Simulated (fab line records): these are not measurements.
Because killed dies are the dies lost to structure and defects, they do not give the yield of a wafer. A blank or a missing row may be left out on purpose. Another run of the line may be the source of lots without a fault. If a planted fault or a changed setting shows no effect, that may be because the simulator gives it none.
What tool caused it? + flow n5_finfet + 72 wafers from 24 lots sampled at 6 of the route's 1938 steps

WHAT THE GAUGES SHOWED, per wafer
N5_BEOL_M5_INSPECT_58: inspects for defects (darkfield). Usual: raw_defect_count reads 81 (standard deviation 28).
| lot  | measured     | on                | raw_defect_count | flag |
|------|--------------|-------------------|------------------|------|
| L074 | day 8 21:57  | defect_inspect-02 | 84 124 77        |      |
| L075 | day 8 22:57  | defect_inspect-02 | 73 73 101        |      |
| L077 | day 9 03:38  | defect_inspect-02 | 84 56 52         |      |
| L076 | day 9 08:59  | defect_inspect-02 | 41 68 33         |      |
| L078 | day 9 19:52  | defect_inspect-01 | 64 91 100        |      |
| L079 | day 9 22:55  | defect_inspect-01 | 51 52 90         |      |
| L080 | day 10 07:16 | defect_inspect-01 | 60 83 70         |      |
| L081 | day 10 12:05 | defect_inspect-02 | 114 83 105       |      |
| L082 | day 10 23:49 | defect_inspect-02 | 163 87 113       |      |
| L083 | day 11 06:42 | defect_inspect-01 | 71 57 51         |      |
| L084 | day 11 08:18 | defect_inspect-02 | 66 64 63         |      |
| L085 | day 11 20:30 | defect_inspect-01 | 50 94 66         |      |
| L086 | day 12 00:51 | defect_inspect-01 | 64 50 41         |      |
| L088 | day 12 03:05 | defect_inspect-01 | 55 88 115        |      |
| L087 | day 12 04:46 | defect_inspect-02 | 61 104 82        |      |
| L089 | day 12 08:47 | defect_inspect-02 | 98 103 107       |      |
| L090 | day 12 23:47 | defect_inspect-02 | 110 74 81        |      |
| L092 | day 13 07:16 | defect_inspect-02 | 65 125 76        |      |
| L093 | day 13 10:20 | defect_inspect-01 | 86 124 101       |      |
| L094 | day 13 19:16 | defect_inspect-02 | 150 133 86       |      |
| L095 | day 14 03:32 | defect_inspect-01 | 32 62 60         |      |
| L096 | day 14 05:06 | defect_inspect-02 | 71 49 94         |      |
| L097 | day 14 12:32 | defect_inspect-01 | 102 125 68       |      |
| L091 | day 14 22:05 | defect_inspect-02 | 88 83 75         |      |

N5_BEOL_M7_THK_MEAS_01. Usual: M7_ILD_THK 155.0 nm, standard deviation 2.2.
| lot  | measured     | on            | M7_ILD_THK (nm)   | flag |
|------|--------------|---------------|-------------------|------|
| L074 | day 9 08:34  | film_metro-02 | 157.6 154.1 158.6 |      |
| L075 | day 9 09:37  | film_metro-01 | 154.4 155.8 156.6 |      |
| L077 | day 9 11:58  | film_metro-02 | 155.0 157.5 156.1 |      |
| L076 | day 9 16:08  | film_metro-01 | 155.4 152.4 153.3 |      |
| L078 | day 10 05:00 | film_metro-02 | 157.4 157.2 156.6 |      |
| L079 | day 10 05:29 | film_metro-01 | 153.4 154.6 154.9 |      |
| L080 | day 10 13:49 | film_metro-02 | 151.8 154.8 157.5 |      |
| L081 | day 10 19:16 | film_metro-01 | 156.2 153.1 159.1 |      |
| L082 | day 11 11:12 | film_metro-02 | 150.8 153.2 156.8 |      |
| L083 | day 11 16:33 | film_metro-01 | 153.7 155.7 158.6 |      |
| L084 | day 11 16:59 | film_metro-01 | 151.2 154.8 156.0 |      |
| L085 | day 12 05:08 | film_metro-02 | 156.4 152.8 154.0 |      |
| L086 | day 12 09:25 | film_metro-02 | 154.4 152.1 152.6 |      |
| L088 | day 12 14:37 | film_metro-01 | 153.3 156.2 158.4 |      |
| L087 | day 12 14:19 | film_metro-01 | 153.3 154.1 156.5 |      |
| L089 | day 12 15:16 | film_metro-02 | 155.1 153.0 154.0 |      |
| L090 | day 13 10:51 | film_metro-01 | 153.4 155.0 156.8 |      |
| L092 | day 13 16:38 | film_metro-01 | 153.8 156.4 154.6 |      |
| L093 | day 13 17:46 | film_metro-02 | 152.5 155.1 156.1 |      |
| L094 | day 14 05:15 | film_metro-02 | 153.5 156.1 160.0 |      |
| L095 | day 14 12:17 | film_metro-01 | 152.8 155.0 157.2 |      |
| L096 | day 14 14:05 | film_metro-02 | 151.2 154.5 152.1 |      |
| L097 | day 14 20:08 | film_metro-01 | 157.4 157.7 156.8 |      |
| L091 | day 15 10:45 | film_metro-01 | 156.1 155.6 157.4 |      |

EACH LOT AND THE TOOL THAT RAN IT (in order: tool; ch and the chambers of the sampled wafers; start)
| lot  | N5_BEOL_M5_SPUTTER_90        | N5_BEOL_M6_PECVD_70             | N5_BEOL_M6_HM_DEP_02         | N5_BEOL_M6_DESCUM_33               |
|------|------------------------------|---------------------------------|------------------------------|------------------------------------|
| L074 | pvd_sputter-01, day 8 20:52  | pecvd-04 ch 1,2, day 8 22:36    | pvd_sputter-03, day 9 01:17  | rie_diel-02 ch 0,2,3, day 9 03:14  |
| L075 | pvd_sputter-02, day 8 21:44  | pecvd-01 ch 0,1, day 8 23:36    | pvd_sputter-03, day 9 02:32  | rie_diel-01 ch 2,3, day 9 06:04    |
| L077 | pvd_sputter-02, day 9 02:32  | pecvd-04 ch 0,1,2, day 9 04:18  | pvd_sputter-03, day 9 06:18  | rie_diel-04 ch 1,2, day 9 07:59    |
| L076 | pvd_sputter-02, day 9 07:53  | pecvd-01 ch 0,1,2, day 9 09:38  | pvd_sputter-01, day 9 09:55  | rie_diel-04 ch 1,2, day 9 12:12    |
| L078 | pvd_sputter-03, day 9 18:43  | pecvd-02 ch 0,1,2, day 9 20:32  | pvd_sputter-03, day 9 22:34  | rie_diel-04 ch 0,1,3, day 10 01:35 |
| L079 | pvd_sputter-02, day 9 21:50  | pecvd-04 ch 1,2, day 9 23:34    | pvd_sputter-01, day 10 00:15 | rie_diel-04 ch 1,2,3, day 10 01:59 |
| L080 | pvd_sputter-02, day 10 06:11 | pecvd-04 ch 1,2, day 10 07:57   | pvd_sputter-01, day 10 08:01 | rie_diel-02 ch 0,3, day 10 09:47   |
| L081 | pvd_sputter-03, day 10 09:54 | pecvd-04 ch 0,2, day 10 12:46   | pvd_sputter-03, day 10 13:13 | rie_diel-04 ch 0,2,3, day 10 15:52 |
| L082 | pvd_sputter-02, day 10 22:38 | pecvd-02 ch 1,2, day 11 00:28   | pvd_sputter-02, day 11 01:54 | rie_diel-02 ch 0,3, day 11 05:35   |
| L083 | pvd_sputter-03, day 11 05:36 | pecvd-04 ch 0,2, day 11 07:21   | pvd_sputter-02, day 11 09:49 | rie_diel-04 ch 0,2,3, day 11 13:09 |
| L084 | pvd_sputter-02, day 11 07:13 | pecvd-01 ch 1,2, day 11 08:59   | pvd_sputter-01, day 11 09:57 | rie_diel-02 ch 1,2, day 11 13:16   |
| L085 | pvd_sputter-02, day 11 19:20 | pecvd-02 ch 1,2, day 11 21:38   | pvd_sputter-01, day 11 23:02 | rie_diel-02 ch 0,2,3, day 12 01:20 |
| L086 | pvd_sputter-02, day 11 23:46 | pecvd-04 ch 0,1,2, day 12 02:00 | pvd_sputter-02, day 12 02:24 | rie_diel-04 ch 1,2, day 12 05:11   |
| L088 | pvd_sputter-03, day 12 02:01 | pecvd-04 ch 0,2, day 12 03:45   | pvd_sputter-02, day 12 04:54 | rie_diel-02 ch 1,3, day 12 10:15   |
| L087 | pvd_sputter-01, day 12 03:40 | pecvd-04 ch 0,2, day 12 05:39   | pvd_sputter-01, day 12 06:17 | rie_diel-01 ch 0,3, day 12 10:05   |
| L089 | pvd_sputter-03, day 12 07:42 | pecvd-04 ch 0,1,2, day 12 09:26 | pvd_sputter-02, day 12 10:05 | rie_diel-04 ch 0,2, day 12 11:52   |
| L090 | pvd_sputter-02, day 12 22:32 | pecvd-02 ch 0,1,2, day 13 00:31 | pvd_sputter-02, day 13 01:23 | rie_diel-04 ch 0,1,3, day 13 06:44 |
| L092 | pvd_sputter-02, day 13 06:10 | pecvd-04 ch 1,2, day 13 07:55   | pvd_sputter-03, day 13 09:04 | rie_diel-02 ch 0,3, day 13 11:59   |
| L093 | pvd_sputter-01, day 13 09:01 | pecvd-02 ch 0,1,2, day 13 10:59 | pvd_sputter-02, day 13 12:28 | rie_diel-04 ch 0,2, day 13 14:10   |
| L094 | pvd_sputter-01, day 13 18:10 | pecvd-02 ch 1,2, day 13 19:55   | pvd_sputter-02, day 13 21:14 | rie_diel-01 ch 1,2,3, day 14 00:56 |
| L095 | pvd_sputter-03, day 14 02:16 | pecvd-02 ch 0,1, day 14 04:12   | pvd_sputter-03, day 14 05:30 | rie_diel-01 ch 0,2,3, day 14 07:11 |
| L096 | pvd_sputter-02, day 14 04:01 | pecvd-04 ch 0,1,2, day 14 05:45 | pvd_sputter-03, day 14 06:20 | rie_diel-04 ch 1,2,3, day 14 10:08 |
| L097 | pvd_sputter-02, day 14 11:05 | pecvd-01 ch 0,1,2, day 14 13:11 | pvd_sputter-03, day 14 14:18 | rie_diel-04 ch 2,3, day 14 16:19   |
| L091 | pvd_sputter-02, day 14 21:00 | pecvd-01 ch 1,2, day 14 22:45   | pvd_sputter-02, day 15 01:41 | rie_diel-01 ch 2,3, day 15 05:14   |
- N5_BEOL_M5_SPUTTER_90: material Cu, target thk 4.5 nm, time 8.29 s.
- N5_BEOL_M6_PECVD_70: deposits SiO2 from TEOS/O2, target thk 20 nm, time 22.7 s.
- N5_BEOL_M6_HM_DEP_02: deposits TiN, target thk 20 nm.
- N5_BEOL_M6_DESCUM_33: chemistry O2, time 7 s.

WHAT THE TOOLS THEMSELVES READ (means of the sampled wafers that have a number; where no wafer has one, the mark that the record gives instead)
N5_BEOL_M5_SPUTTER_90. Usual: chuck_gas_flow_sccm 1.25 sccm, standard deviation 0.051; throttle_valve_pct 29.7 %, standard deviation 0.81.
| lot  | tool           | chuck_gas_flow_sccm (sccm) | throttle_valve_pct (%) | flag |
|------|----------------|----------------------------|------------------------|------|
| L074 | pvd_sputter-01 | 1.23                       | 30.6                   |      |
| L075 | pvd_sputter-02 | 1.26                       | 29.5                   |      |
| L077 | pvd_sputter-02 | 1.25                       | 29.1                   |      |
| L076 | pvd_sputter-02 | 1.22                       | 29.3                   |      |
| L078 | pvd_sputter-03 | 1.26                       | 29.4                   |      |
| L079 | pvd_sputter-02 | 1.27                       | 29.5                   |      |
| L080 | pvd_sputter-02 | 1.24                       | 29.7                   |      |
| L081 | pvd_sputter-03 | 1.23                       | 30.2                   |      |
| L082 | pvd_sputter-02 | 1.25                       | 29.9                   |      |
| L083 | pvd_sputter-03 | 1.24                       | 29.4                   |      |
| L084 | pvd_sputter-02 | 1.26                       | 29.6                   |      |
| L085 | pvd_sputter-02 | 1.26                       | 29.5                   |      |
| L086 | pvd_sputter-02 | 1.24                       | 29.5                   |      |
| L088 | pvd_sputter-03 | 1.30                       | 30.1                   |      |
| L087 | pvd_sputter-01 | 1.28                       | 29.9                   |      |
| L089 | pvd_sputter-03 | 1.23                       | 31.0                   |      |
| L090 | pvd_sputter-02 | 1.27                       | 29.7                   |      |
| L092 | pvd_sputter-02 | 1.25                       | 29.4                   |      |
| L093 | pvd_sputter-01 | 1.25                       | 30.7                   |      |
| L094 | pvd_sputter-01 | 1.29                       | 29.9                   |      |
| L095 | pvd_sputter-03 | 1.19                       | 30.4                   |      |
| L096 | pvd_sputter-02 | 1.24                       | 29.4                   |      |
| L097 | pvd_sputter-02 | 1.28                       | 29.4                   |      |
| L091 | pvd_sputter-02 | 1.29                       | 29.2                   |      |

N5_BEOL_M6_PECVD_70. Usual: heater_power_w 738 W, standard deviation 72; showerhead_plenum_p_Torr 8.77 Torr, standard deviation 0.049; throttle_valve_pct 22.2 %, standard deviation 1.1.
| lot  | tool     | heater_power_w (W) | showerhead_plenum_p_Torr (Torr) | throttle_valve_pct (%) | flag |
|------|----------|--------------------|---------------------------------|------------------------|------|
| L074 | pecvd-04 | 692                | 8.75                            | 21.3                   |      |
| L075 | pecvd-01 | 765                | 8.73                            | 22.4                   |      |
| L077 | pecvd-04 | 728                | 8.75                            | 21.8                   |      |
| L076 | pecvd-01 | 756                | 8.77                            | 22.5                   |      |
| L078 | pecvd-02 | 703                | 8.79                            | 22.9                   |      |
| L079 | pecvd-04 | 686                | 8.77                            | 21.4                   |      |
| L080 | pecvd-04 | 752                | 8.79                            | 21.4                   |      |
| L081 | pecvd-04 | 680                | 8.73                            | 21.8                   |      |
| L082 | pecvd-02 | 697                | 8.80                            | 23.9                   |      |
| L083 | pecvd-04 | 661                | 8.74                            | 21.8                   |      |
| L084 | pecvd-01 | 837                | 8.74                            | 21.7                   |      |
| L085 | pecvd-02 | 678                | 8.79                            | 23.9                   |      |
| L086 | pecvd-04 | 752                | 8.77                            | 21.7                   |      |
| L088 | pecvd-04 | 701                | 8.75                            | 21.6                   |      |
| L087 | pecvd-04 | 731                | 8.75                            | 21.9                   |      |
| L089 | pecvd-04 | 730                | 8.75                            | 21.8                   |      |
| L090 | pecvd-02 | 757                | 8.79                            | 23.0                   |      |
| L092 | pecvd-04 | 750                | 8.79                            | 21.5                   |      |
| L093 | pecvd-02 | 663                | 8.79                            | 23.1                   |      |
| L094 | pecvd-02 | 735                | 8.79                            | 24.1                   |      |
| L095 | pecvd-02 | 683                | 8.86                            | 23.0                   |      |
| L096 | pecvd-04 | 692                | 8.77                            | 21.8                   |      |
| L097 | pecvd-01 | 828                | 8.78                            | 21.8                   |      |
| L091 | pecvd-01 | 804                | 8.75                            | 21.8                   |      |

N5_BEOL_M6_HM_DEP_02. Usual: throttle_valve_pct reads 29.9 % (standard deviation 0.93).
| lot  | tool           | throttle_valve_pct (%) | flag |
|------|----------------|------------------------|------|
| L074 | pvd_sputter-03 | 29.4                   |      |
| L075 | pvd_sputter-03 | 30.5                   |      |
| L077 | pvd_sputter-03 | 29.4                   |      |
| L076 | pvd_sputter-01 | 30.8                   |      |
| L078 | pvd_sputter-03 | 31.1                   |      |
| L079 | pvd_sputter-01 | 30.3                   |      |
| L080 | pvd_sputter-01 | 30.2                   |      |
| L081 | pvd_sputter-03 | 29.5                   |      |
| L082 | pvd_sputter-02 | 29.6                   |      |
| L083 | pvd_sputter-02 | 29.4                   |      |
| L084 | pvd_sputter-01 | 30.1                   |      |
| L085 | pvd_sputter-01 | 30.2                   |      |
| L086 | pvd_sputter-02 | 29.1                   |      |
| L088 | pvd_sputter-02 | 29.2                   |      |
| L087 | pvd_sputter-01 | 30.4                   |      |
| L089 | pvd_sputter-02 | 29.8                   |      |
| L090 | pvd_sputter-02 | 30.0                   |      |
| L092 | pvd_sputter-03 | 30.8                   |      |
| L093 | pvd_sputter-02 | 29.7                   |      |
| L094 | pvd_sputter-02 | 29.4                   |      |
| L095 | pvd_sputter-03 | 30.1                   |      |
| L096 | pvd_sputter-03 | 29.7                   |      |
| L097 | pvd_sputter-03 | 29.1                   |      |
| L091 | pvd_sputter-02 | 29.7                   |      |

N5_BEOL_M6_DESCUM_33. Usual: drypump_motor_current_A 5.8 A, standard deviation 0.42; o2_flow_sccm 225.0 sccm, standard deviation 0.63; oes_product_au 0.79 a.u., standard deviation 0.088; rf_vpp_V 243.2 V, standard deviation 1.1; showerhead_plenum_p_Torr 2.09 Torr, standard deviation 0.049; throttle_valve_pct 20.46 %, standard deviation 0.22.
| lot  | tool        | drypump_motor_current_A (A) | o2_flow_sccm (sccm) | oes_product_au (a.u.) | rf_vpp_V (V) | showerhead_plenum_p_Torr (Torr) | throttle_valve_pct (%) | flag |
|------|-------------|-----------------------------|---------------------|-----------------------|--------------|---------------------------------|------------------------|------|
| L074 | rie_diel-02 | 6.0                         | 225.3               | 0.78                  | 243.9        | 2.14                            | 20.52                  |      |
| L075 | rie_diel-01 | 6.3                         | 225.0               | 0.72                  | 243.2        | 2.11                            | 20.70                  |      |
| L077 | rie_diel-04 | 5.9                         | 225.5               | 0.79                  | 243.3        | 2.09                            | 20.22                  |      |
| L076 | rie_diel-04 | 5.8                         | 225.0               | 0.78                  | 242.9        | 2.09                            | 20.22                  |      |
| L078 | rie_diel-04 | 5.5                         | 224.4               | 0.83                  | 243.6        | 2.10                            | 20.50                  |      |
| L079 | rie_diel-04 | 5.7                         | 224.8               | 0.85                  | 243.8        | 2.11                            | 20.40                  |      |
| L080 | rie_diel-02 | 5.5                         | 225.8               | 0.76                  | 243.3        | 2.11                            | 20.36                  |      |
| L081 | rie_diel-04 | 5.6                         | 224.8               | 0.81                  | 243.5        | 2.10                            | 20.35                  |      |
| L082 | rie_diel-02 | 5.9                         | 225.0               | 0.80                  | 243.3        | 2.12                            | 20.38                  |      |
| L083 | rie_diel-04 | 5.6                         | 225.2               | 0.80                  | 243.2        | 2.10                            | 20.37                  |      |
| L084 | rie_diel-02 | 6.1                         | 225.1               | 0.74                  | 243.2        | 2.11                            | 20.71                  |      |
| L085 | rie_diel-02 | 6.0                         | 224.4               | 0.75                  | 243.9        | 2.13                            | 20.55                  |      |
| L086 | rie_diel-04 | 5.8                         | 224.8               | 0.77                  | 243.8        | 2.08                            | 20.26                  |      |
| L088 | rie_diel-02 | 5.6                         | 225.0               | 0.72                  | 243.4        | 2.08                            | 20.55                  |      |
| L087 | rie_diel-01 | 6.4                         | 225.4               | 0.92                  | 243.9        | 2.09                            | 20.37                  |      |
| L089 | rie_diel-04 | 5.8                         | 225.1               | 0.73                  | 243.4        | 2.07                            | 20.21                  |      |
| L090 | rie_diel-04 | 5.5                         | 224.9               | 0.79                  | 243.6        | 2.09                            | 20.54                  |      |
| L092 | rie_diel-02 | 5.8                         | 224.9               | 0.78                  | 242.3        | 2.11                            | 20.40                  |      |
| L093 | rie_diel-04 | 5.8                         | 224.5               | 0.72                  | 242.6        | 2.07                            | 20.23                  |      |
| L094 | rie_diel-01 | 6.1                         | 224.5               | 0.83                  | 243.1        | 2.09                            | 20.63                  |      |
| L095 | rie_diel-01 | 6.1                         | 224.8               | 0.80                  | 242.2        | 2.04                            | 20.47                  |      |
| L096 | rie_diel-04 | 5.7                         | 224.9               | 0.79                  | 242.6        | 2.10                            | 20.47                  |      |
| L097 | rie_diel-04 | 5.7                         | 224.8               | 0.84                  | 243.3        | 2.12                            | 20.47                  |      |
| L091 | rie_diel-01 | 6.3                         | 225.6               | 0.87                  | 243.2        | 2.10                            | 20.54                  |      |

THE ANSWER, worked out from the rows above alone
Rule: take the mean of a lot's wafers that have a number; if it is more than 3 standard deviations from the usual mean, the lot is off. A lot without any number at a reading at which 4 lots or more have one is off too. The other lots that the step has rows for count as sound. After the gauges, taken in route order, come the tools' own readings; for these a lot's mean is taken, as printed above. The first step at which some lot is off is used, and at that step the reading that is off furthest; a lot without a number counts as furthest.
None of the lots is off at any reading shown; this tells nothing.

WHAT HAD BEEN PUT IN BY THE SIMULATOR
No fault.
